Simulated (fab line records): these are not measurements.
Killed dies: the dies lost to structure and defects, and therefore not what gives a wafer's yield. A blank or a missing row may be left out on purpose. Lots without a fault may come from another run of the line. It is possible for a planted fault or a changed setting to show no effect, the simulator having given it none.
Which tool was responsible?	flow n5_finfet	72 wafers from 24 lots sampled at 6 of the route's 1938 steps

== WHAT EACH GAUGE READ, for each wafer ==
N5_BEOL_M14_THK_MEAS_01. Usual: for M14_ILD_THK the level is 1117 nm and the standard deviation is 19.
lot	measured	on	M14_ILD_THK (nm)	flag
L075	day 10 16:40	film_metro-01	1091 1094 1091	
L074	day 11 08:42	film_metro-01	1111 1123 1131	
L077	day 11 08:51	film_metro-01	1129 1132 1109	
L076	day 11 11:08	film_metro-02	1118 1119 1138	
L079	day 11 22:05	film_metro-01	1102 1132 1149	
L078	day 12 01:57	film_metro-01	1113 1118 1132	
L080	day 12 07:26	film_metro-01	1116 1145 1127	
L081	day 12 11:37	film_metro-01	1085 1108 1142	
L082	day 12 12:29	film_metro-01	1089 1091 1129	
L083	day 12 23:32	film_metro-01	1135 1132 1122	
L084	day 13 13:23	film_metro-01	1065 1115 1135	
L085	day 13 17:17	film_metro-01	1087 1074 1099	
L086	day 14 05:19	film_metro-02	1117 1125 1136	
L087	day 14 19:08	film_metro-01	1072 1095 1122	
L089	day 15 04:03	film_metro-02	1127 1130 1135	
L088	day 15 04:19	film_metro-02	1116 1141 1108	
L090	day 15 11:08	film_metro-02	1126 1131 1131	
L091	day 15 11:33	film_metro-01	1088 1128 1136	
L093	day 16 01:51	film_metro-02	1114 1123 1111	
L094	day 16 02:15	film_metro-02	1120 1131 1140	
L092	day 16 02:43	film_metro-01	1149 1109 1124	
L095	day 16 04:01	film_metro-01	1116 1140 1129	
L096	day 16 18:20	film_metro-02	1119 1128 1121	
L097	day 17 14:48	film_metro-02	1086 1110 1123	

N5_BEOL_M15_CD_MEAS_10: the cd target is 360 nm. Usual: cd_nm 360.4 nm, standard deviation 1.7.
lot	measured	on	cd_nm (nm)	flag
L075	day 10 21:44	cd_sem-02	360.5 359.4 362.8	
L074	day 11 13:29	cd_sem-01	361.2 359.6 359.4	
L077	day 11 14:07	cd_sem-03	362.2 363.7 362.4	
L076	day 11 17:34	cd_sem-02	359.2 361.6 360.7	
L079	day 12 02:44	cd_sem-02	360.8 358.5 359.3	
L078	day 12 06:49	cd_sem-03	360.8 359.7 359.9	
L080	day 12 13:15	cd_sem-02	361.0 360.5 363.5	
L081	day 12 22:25	cd_sem-03	362.5 362.8 363.2	
L082	day 12 22:34	cd_sem-01	358.6 360.7 360.0	
L083	day 13 05:37	cd_sem-02	362.4 361.7 359.8	
L084	day 13 21:50	cd_sem-03	360.9 362.7 359.8	
L085	day 13 22:34	cd_sem-01	360.5 362.1 359.8	
L086	day 14 10:41	cd_sem-01	359.0 357.7 358.8	
L087	day 15 05:21	cd_sem-02	358.5 359.6 359.3	
L089	day 15 08:35	cd_sem-03	358.7 358.6 359.4	
L088	day 15 08:56	cd_sem-02	357.9 355.0 357.8	
L090	day 15 17:37	cd_sem-03	357.9 359.5 361.2	
L091	day 15 18:18	cd_sem-03	359.2 360.4 359.8	
L093	day 16 10:37	cd_sem-03	362.4 359.7 361.6	
L094	day 16 10:59	cd_sem-01	361.9 360.9 360.1	
L092	day 16 11:31	cd_sem-03	362.2 360.9 358.7	
L095	day 16 15:29	cd_sem-01	361.0 359.3 360.0	
L096	day 17 00:28	cd_sem-01	361.0 363.2 361.1	
L097	day 17 23:35	cd_sem-01	363.6 362.3 359.6	

== WHAT TOOL EACH LOT RAN ON (gives the tool, then ch and the chambers of the sampled wafers, and finally the start) ==
lot	N5_BEOL_M14_VIA_ETCH_16	N5_BEOL_M14_DESCUM_33	N5_BEOL_M14_ETCH_68	N5_BEOL_M14_SPUTTER_45
L075	rie_diel-02 ch 1,3, day 10 17:08	rie_diel-06 ch 0,3, day 10 18:07	rie_diel-06 ch 0,3, day 10 18:17	pvd_sputter-03, day 10 19:57
L074	rie_diel-05 ch 0,3, day 11 09:14	rie_diel-02 ch 1,2,3, day 11 10:01	rie_diel-02 ch 1,2,3, day 11 10:11	pvd_sputter-01, day 11 11:49
L077	rie_diel-06 ch 0,1,3, day 11 09:23	rie_diel-06 ch 0,1,3, day 11 10:33	rie_diel-06 ch 0,1,3, day 11 10:44	pvd_sputter-02, day 11 12:18
L076	rie_diel-05 ch 0,1,2, day 11 11:45	rie_diel-06 ch 0,1,2, day 11 12:38	rie_diel-06 ch 0,1,2, day 11 12:49	pvd_sputter-01, day 11 15:48
L079	rie_diel-06 ch 0,2,3, day 11 22:48	rie_diel-05 ch 0,1,3, day 11 23:34	rie_diel-05 ch 0,1,3, day 11 23:45	pvd_sputter-01, day 12 01:02
L078	rie_diel-02 ch 0,2,3, day 12 02:34	rie_diel-06 ch 0,2,3, day 12 03:49	rie_diel-06 ch 0,2,3, day 12 03:59	pvd_sputter-02, day 12 05:02
L080	rie_diel-05 ch 0,2, day 12 08:03	rie_diel-05 ch 1,2, day 12 09:01	rie_diel-05 ch 1,2, day 12 09:11	pvd_sputter-03, day 12 11:14
L081	rie_diel-02 ch 0,3, day 12 12:14	rie_diel-02 ch 0,3, day 12 13:24	rie_diel-02 ch 0,3, day 12 13:35	pvd_sputter-02, day 12 20:38
L082	rie_diel-06 ch 0,3, day 12 13:05	rie_diel-06 ch 1,3, day 12 14:14	rie_diel-06 ch 1,3, day 12 14:25	pvd_sputter-03, day 12 20:47
L083	rie_diel-02 ch 0,2, day 13 00:10	rie_diel-05 ch 2,3, day 13 01:05	rie_diel-05 ch 2,3, day 13 01:16	pvd_sputter-02, day 13 03:51
L084	rie_diel-06 ch 0,1,2, day 13 13:59	rie_diel-06 ch 0,1,2, day 13 14:45	rie_diel-06 ch 0,1,2, day 13 14:56	pvd_sputter-03, day 13 20:04
L085	rie_diel-05 ch 0,2,3, day 13 17:53	rie_diel-05 ch 0,1,3, day 13 18:53	rie_diel-05 ch 0,1,3, day 13 19:04	pvd_sputter-01, day 13 20:25
L086	rie_diel-06 ch 0,2, day 14 05:47	rie_diel-02 ch 2,3, day 14 06:41	rie_diel-02 ch 2,3, day 14 06:52	pvd_sputter-01, day 14 08:27
L087	rie_diel-06 ch 0,2,3, day 14 19:46	rie_diel-02 ch 1,2, day 14 21:11	rie_diel-02 ch 1,2, day 14 21:22	pvd_sputter-03, day 15 01:39
L089	rie_diel-06 ch 1,2,3, day 15 04:34	rie_diel-05 ch 0,1,2, day 15 05:34	rie_diel-05 ch 0,1,2, day 15 05:45	pvd_sputter-03, day 15 06:55
L088	rie_diel-05 ch 0,1,2, day 15 04:48	rie_diel-02 ch 0,2,3, day 15 05:41	rie_diel-02 ch 0,2,3, day 15 05:52	pvd_sputter-01, day 15 07:09
L090	rie_diel-06 ch 1,2,3, day 15 11:45	rie_diel-02 ch 0,1,2, day 15 12:38	rie_diel-02 ch 0,1,2, day 15 12:49	pvd_sputter-01, day 15 15:49
L091	rie_diel-05 ch 1,2,3, day 15 12:09	rie_diel-05 ch 0,1,2, day 15 12:55	rie_diel-05 ch 0,1,2, day 15 13:06	pvd_sputter-01, day 15 16:25
L093	rie_diel-05 ch 1,2,3, day 16 02:20	rie_diel-02 ch 0,1,3, day 16 03:16	rie_diel-02 ch 0,1,3, day 16 03:27	pvd_sputter-01, day 16 08:50
L094	rie_diel-02 ch 2,3, day 16 02:52	rie_diel-06 ch 1,2, day 16 03:46	rie_diel-06 ch 1,2, day 16 03:56	pvd_sputter-02, day 16 09:12
L092	rie_diel-06 ch 0,1,3, day 16 03:12	rie_diel-05 ch 1,2,3, day 16 04:22	rie_diel-05 ch 1,2,3, day 16 04:33	pvd_sputter-02, day 16 09:31
L095	rie_diel-02 ch 0,1,3, day 16 04:49	rie_diel-05 ch 0,1,3, day 16 05:35	rie_diel-05 ch 0,1,3, day 16 05:46	pvd_sputter-03, day 16 13:43
L096	rie_diel-06 ch 0,1,2, day 16 18:49	rie_diel-05 ch 0,1,3, day 16 19:40	rie_diel-05 ch 0,1,3, day 16 19:51	pvd_sputter-01, day 16 22:02
L097	rie_diel-02 ch 0,3, day 17 15:17	rie_diel-06 ch 0,1,2, day 17 16:02	rie_diel-06 ch 0,1,2, day 17 16:14	pvd_sputter-02, day 17 21:52
- N5_BEOL_M14_VIA_ETCH_16: etches SiO2 in C4F8/O2/Ar, target depth 1231.3 nm.
- N5_BEOL_M14_DESCUM_33: chemistry O2, time 7.9 s.
- N5_BEOL_M14_ETCH_68: etches SOC in N2/H2, time 450 s.
- N5_BEOL_M14_SPUTTER_45: material Cu, target thk 100 nm, time 16.67 s.

== AS READ BY THE TOOLS THEMSELVES (means over the sampled wafers that have a number; for cases with no such wafer, the mark the record gives instead) ==
N5_BEOL_M14_VIA_ETCH_16. Usual: drypump_motor_current_A 5.6 A, standard deviation 0.56; mfc_ar_sccm 400.2 sccm, standard deviation 1.2; oes_product_au 0.74 a.u., standard deviation 0.071; rf_vpp_V 2219 V, standard deviation 48; showerhead_plenum_p_Torr 3.46 Torr, standard deviation 0.11; throttle_valve_pct 30.7 %, standard deviation 0.37.
lot	tool	drypump_motor_current_A (A)	mfc_ar_sccm (sccm)	oes_product_au (a.u.)	rf_vpp_V (V)	showerhead_plenum_p_Torr (Torr)	throttle_valve_pct (%)	flag
L075	rie_diel-02	5.9	398.5	0.68	2229	3.47	30.7	
L074	rie_diel-05	5.3	400.8	0.73	2197	3.37	30.7	
L077	rie_diel-06	5.6	400.5	0.76	2229	3.50	30.6	
L076	rie_diel-05	5.3	400.1	0.72	2194	3.39	30.6	
L079	rie_diel-06	6.0	399.9	0.67	2217	3.46	31.0	
L078	rie_diel-02	5.6	400.1	0.72	2244	3.45	30.4	
L080	rie_diel-05	5.3	399.6	0.68	2200	3.38	30.9	
L081	rie_diel-02	5.8	399.2	0.70	2205	3.41	30.6	
L082	rie_diel-06	6.1	401.1	0.67	2254	3.54	30.8	
L083	rie_diel-02	5.6	399.9	0.73	2256	3.42	30.5	
L084	rie_diel-06	5.5	399.8	0.82	2204	3.55	30.8	
L085	rie_diel-05	5.4	401.0	0.71	2214	3.39	30.9	
L086	rie_diel-06	6.0	401.3	0.83	2204	3.65	31.2	
L087	rie_diel-06	6.0	401.7	0.82	2228	3.59	30.9	
L089	rie_diel-06	6.1	401.1	0.84	2193	3.50	30.9	
L088	rie_diel-05	5.2	401.0	0.69	2193	3.37	30.6	
L090	rie_diel-06	6.0	400.1	0.83	2194	3.50	30.9	
L091	rie_diel-05	5.3	399.8	0.72	2207	3.39	30.6	
L093	rie_diel-05	5.3	399.8	0.72	2207	3.39	30.6	
L094	rie_diel-02	5.7	400.2	0.69	2230	3.47	30.5	
L092	rie_diel-06	5.6	400.5	0.79	2227	3.47	30.6	
L095	rie_diel-02	5.8	399.9	0.71	2238	3.41	30.7	
L096	rie_diel-06	5.5	400.4	0.76	2202	3.53	30.9	
L097	rie_diel-02	5.8	401.2	0.67	2204	3.38	30.6	

N5_BEOL_M14_DESCUM_33. Usual: drypump_motor_current_A 5.6 A, standard deviation 0.54; oes_product_au 0.81 a.u., standard deviation 0.077; rf_vpp_V 243.1 V, standard deviation 1.4; showerhead_plenum_p_Torr 2.10 Torr, standard deviation 0.08; throttle_valve_pct 20.3 %, standard deviation 0.31.
lot	tool	drypump_motor_current_A (A)	oes_product_au (a.u.)	rf_vpp_V (V)	showerhead_plenum_p_Torr (Torr)	throttle_valve_pct (%)	flag
L075	rie_diel-06	5.5	0.80	244.3	2.21	20.4	
L074	rie_diel-02	5.7	0.77	243.0	2.16	20.3	
L077	rie_diel-06	5.6	0.84	244.1	2.15	20.3	
L076	rie_diel-06	5.5	0.83	243.2	2.08	20.4	
L079	rie_diel-05	5.1	0.85	241.3	2.04	20.0	
L078	rie_diel-06	6.0	0.75	243.1	2.13	20.7	
L080	rie_diel-05	5.4	0.78	243.6	2.07	20.2	
L081	rie_diel-02	5.8	0.78	242.8	2.07	20.2	
L082	rie_diel-06	5.6	0.84	242.8	2.09	20.4	
L083	rie_diel-05	5.6	0.80	244.3	2.08	20.3	
L084	rie_diel-06	5.5	0.91	244.3	2.17	20.4	
L085	rie_diel-05	5.2	0.83	242.7	2.04	20.0	
L086	rie_diel-02	5.6	0.77	243.0	2.13	20.2	
L087	rie_diel-02	5.6	0.84	243.9	2.20	20.2	
L089	rie_diel-05	5.3	0.76	242.6	2.04	20.2	
L088	rie_diel-02	5.6	0.77	242.3	2.11	20.2	
L090	rie_diel-02	5.7	0.82	243.3	2.13	20.2	
L091	rie_diel-05	5.3	0.76	242.5	2.04	20.2	
L093	rie_diel-02	5.8	0.79	243.0	2.08	20.2	
L094	rie_diel-06	6.0	0.89	244.1	2.17	20.6	
L092	rie_diel-05	5.3	0.80	242.2	2.05	20.2	
L095	rie_diel-05	5.2	0.81	242.5	2.03	20.1	
L096	rie_diel-05	5.2	0.80	241.1	2.03	20.1	
L097	rie_diel-06	5.5	0.84	244.0	2.15	20.4	

N5_BEOL_M14_ETCH_68. Usual: drypump_motor_current_A 5.6 A, standard deviation 0.54; h2_flow_sccm 200.0 sccm, standard deviation 0.63; oes_product_au 0.81 a.u., standard deviation 0.075; rf_vpp_V 524.0 V, standard deviation 2.6; showerhead_plenum_p_Torr 2.54 Torr, standard deviation 0.09; throttle_valve_pct 17.55 %, standard deviation 0.27.
lot	tool	drypump_motor_current_A (A)	h2_flow_sccm (sccm)	oes_product_au (a.u.)	rf_vpp_V (V)	showerhead_plenum_p_Torr (Torr)	throttle_valve_pct (%)	flag
L075	rie_diel-06	5.5	199.8	0.82	527.8	2.66	17.57	
L074	rie_diel-02	5.7	200.3	0.77	526.3	2.61	17.62	
L077	rie_diel-06	5.6	200.7	0.83	525.0	2.59	17.55	
L076	rie_diel-06	5.5	199.6	0.83	523.1	2.52	17.67	
L079	rie_diel-05	5.2	200.4	0.84	522.6	2.48	17.40	
L078	rie_diel-06	6.1	200.0	0.74	524.1	2.56	17.89	
L080	rie_diel-05	5.3	199.3	0.79	524.3	2.52	17.52	
L081	rie_diel-02	5.8	199.5	0.78	524.2	2.52	17.57	
L082	rie_diel-06	5.6	199.9	0.83	524.2	2.52	17.54	
L083	rie_diel-05	5.6	199.9	0.79	523.8	2.53	17.62	
L084	rie_diel-06	5.5	200.1	0.90	525.9	2.63	17.56	
L085	rie_diel-05	5.2	200.2	0.82	521.9	2.47	17.41	
L086	rie_diel-02	5.7	199.2	0.77	524.6	2.58	17.56	
L087	rie_diel-02	5.6	199.3	0.84	526.7	2.65	17.40	
L089	rie_diel-05	5.3	200.6	0.77	522.2	2.47	17.52	
L088	rie_diel-02	5.6	200.3	0.78	524.1	2.55	17.48	
L090	rie_diel-02	5.7	200.1	0.82	524.7	2.57	17.45	
L091	rie_diel-05	5.3	200.1	0.77	521.8	2.47	17.53	
L093	rie_diel-02	5.8	199.5	0.80	523.7	2.52	17.60	
L094	rie_diel-06	6.0	199.9	0.89	526.1	2.63	17.76	
L092	rie_diel-05	5.3	200.2	0.79	522.6	2.49	17.48	
L095	rie_diel-05	5.2	200.3	0.80	522.0	2.46	17.47	
L096	rie_diel-05	5.2	199.3	0.80	520.7	2.46	17.47	
L097	rie_diel-06	5.5	200.2	0.84	525.8	2.61	17.63	

N5_BEOL_M14_SPUTTER_45. Usual: chamber_pressure_pa 0.12999 Pa, standard deviation 0.00026; throttle_valve_pct 30.1 %, standard deviation 1.3.
lot	tool	chamber_pressure_pa (Pa)	throttle_valve_pct (%)	flag
L075	pvd_sputter-03	0.12979	30.3	
L074	pvd_sputter-01	0.12969	31.4	
L077	pvd_sputter-02	0.13005	30.0	
L076	pvd_sputter-01	0.12993	30.3	
L079	pvd_sputter-01	0.13008	31.4	
L078	pvd_sputter-02	0.13021	29.0	
L080	pvd_sputter-03	0.13001	29.6	
L081	pvd_sputter-02	0.13003	28.5	
L082	pvd_sputter-03	0.12985	30.6	
L083	pvd_sputter-02	0.12995	28.9	
L084	pvd_sputter-03	0.13011	30.3	
L085	pvd_sputter-01	0.13005	30.4	
L086	pvd_sputter-01	0.12973	29.8	
L087	pvd_sputter-03	0.12992	29.7	
L089	pvd_sputter-03	0.13020	29.8	
L088	pvd_sputter-01	0.12977	30.8	
L090	pvd_sputter-01	0.12981	31.3	
L091	pvd_sputter-01	0.12991	30.4	
L093	pvd_sputter-01	0.12965	31.0	
L094	pvd_sputter-02	0.13009	29.4	
L092	pvd_sputter-02	0.13004	29.0	
L095	pvd_sputter-03	0.12993	30.0	
L096	pvd_sputter-01	0.12988	30.9	
L097	pvd_sputter-02	0.12992	29.8	

== THE ANSWER, worked out from the rows above alone ==
Rule: a lot is off if the mean of its wafers that have a number lies more than 3 standard deviations from the usual mean. Also off: a lot with no number at a reading for which 4 or more lots have one. All remaining lots with rows at the step are treated as sound. First the gauges in route order, then the tools' own readings, where a lot's mean is used as printed above. At the first step where some lot is off, the reading lying furthest off is the one used; lots without a number count as furthest.
Nothing can be told from this: no lot is off at any reading shown.

== WHAT HAD BEEN PUT IN BY THE SIMULATOR ==
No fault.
